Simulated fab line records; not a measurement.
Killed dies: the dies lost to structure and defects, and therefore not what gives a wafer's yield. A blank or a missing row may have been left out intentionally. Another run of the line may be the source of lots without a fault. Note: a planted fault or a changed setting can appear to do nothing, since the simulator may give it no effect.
Chamber matching | flow nand_harc | 4 sister chambers for NHARC_A_STAIRCASE_ETCH_232 on rie_diel-04
The step etches the open film in C4F8/O2, target depth 100 nm, time 40.5 s. 4 wafers are shown with their chamber, then 8 later ones without.

== WAFERS WITH THEIR CHAMBER ==
wafer  | chamber | rf_vpp_V (V)
L799.6 | 0       | 904
L806.1 | 1       | 893
L806.6 | 2       | 891
L808.1 | 3       | 898

== WAFERS WHOSE CHAMBER IS MISSING ==
wafer  | rf_vpp_V (V)
L809.3 | 902
L809.6 | 893
L816.1 | 902
L816.2 | 889
L816.3 | 897
L817.1 | 898
L817.2 | 903
L817.4 | 891

== EACH ONE'S CHAMBER ==
wafer  | from the rows above     | in truth
L809.3 | can't be placed: 0 or 3 | 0
L809.6 | can't be placed: 1 or 2 | 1
L816.1 | can't be placed: 0 or 3 | 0
L816.2 | can't be placed: 2 or 1 | 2
L816.3 | 3                       | 3
L817.1 | 3                       | 3
L817.2 | 0                       | 0
L817.4 | can't be placed: 2 or 1 | 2
3 of 8 placed correctly. Can't be placed from these rows: 5 (the true chamber is among the candidates in 5). Placed wrongly: 0.
How it was worked out, from the rows above alone: a wafer's distance from a chamber is the root of the sum, over the readings, of the square of ((its reading less the chamber's mean) divided by the reading's scatter). The wafer belongs to the nearest chamber; if the next one is less than 2 further off, it can't be placed. For every chamber, the mean is computed from those of its wafers that are shown. The scatter: root of mean squared gap, hidden wafer to nearest shown wafer, with one shown wafer a chamber.
